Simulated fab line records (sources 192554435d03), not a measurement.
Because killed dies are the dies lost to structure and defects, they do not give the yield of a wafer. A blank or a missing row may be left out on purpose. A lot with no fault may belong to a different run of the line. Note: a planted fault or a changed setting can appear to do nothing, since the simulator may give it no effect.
Which tool is to blame? -- flow n5-finfet -- 12 lots (36 wafers sampled), 1 step of a 1938-step route

== WHAT EACH GAUGE READ, for each wafer ==
N5_BEOL_M6_CD_MEAS_28: target cd 40 nm.
lot,measured,on,cd-nm (nm)
L075,day 9 04:08,cd-sem-02,40.07 40.15 40.08
L077,day 9 18:04,cd-sem-01,39.70 39.78 39.90
L079,day 10 16:53,cd-sem-01,39.94 39.97 40.42
L080,day 10 20:17,cd-sem-03,40.37 39.81 40.29
L083,day 11 03:24,cd-sem-02,39.83 39.77 39.82
L085,day 11 21:17,cd-sem-01,40.03 40.03 39.75
L087,day 12 00:53,cd-sem-03,40.01 40.19 39.79
L088,day 13 07:45,cd-sem-03,40.12 40.05 40.09
L093,day 13 13:29,cd-sem-03,40.28 39.91 40.23
L096,day 14 19:53,cd-sem-01,39.71 39.99 39.78
L095,day 15 06:37,cd-sem-02,39.62 40.11 40.31
L097,day 15 08:33,cd-sem-03,40.32 40.53 40.20

== WHAT TOOL EACH LOT RAN ON (gives the tool, then ch and the chambers of the sampled wafers, and finally the start) ==
The record holds no process step before these readings.

== THE ANSWER, worked out from the rows above alone ==
Rule: the lots themselves supply what counts as usual. The widest of any qualifying gaps counts: lots, ordered by their means at a reading, are off when they make up no more than a third of the lots, leave a main group of 4 or more, and stand apart from it by 3 or more times the standard deviation of that group's means. If all means in a main group match to the digits the tables above print for the reading, that group is not used. Also off: a lot with no number at a reading for which 4 or more lots have one. All remaining lots with rows at the step are treated as sound.
No lot is off at any reading shown: from this, nothing can be told.

== WHAT WAS PUT IN BY THE SIMULATOR ==
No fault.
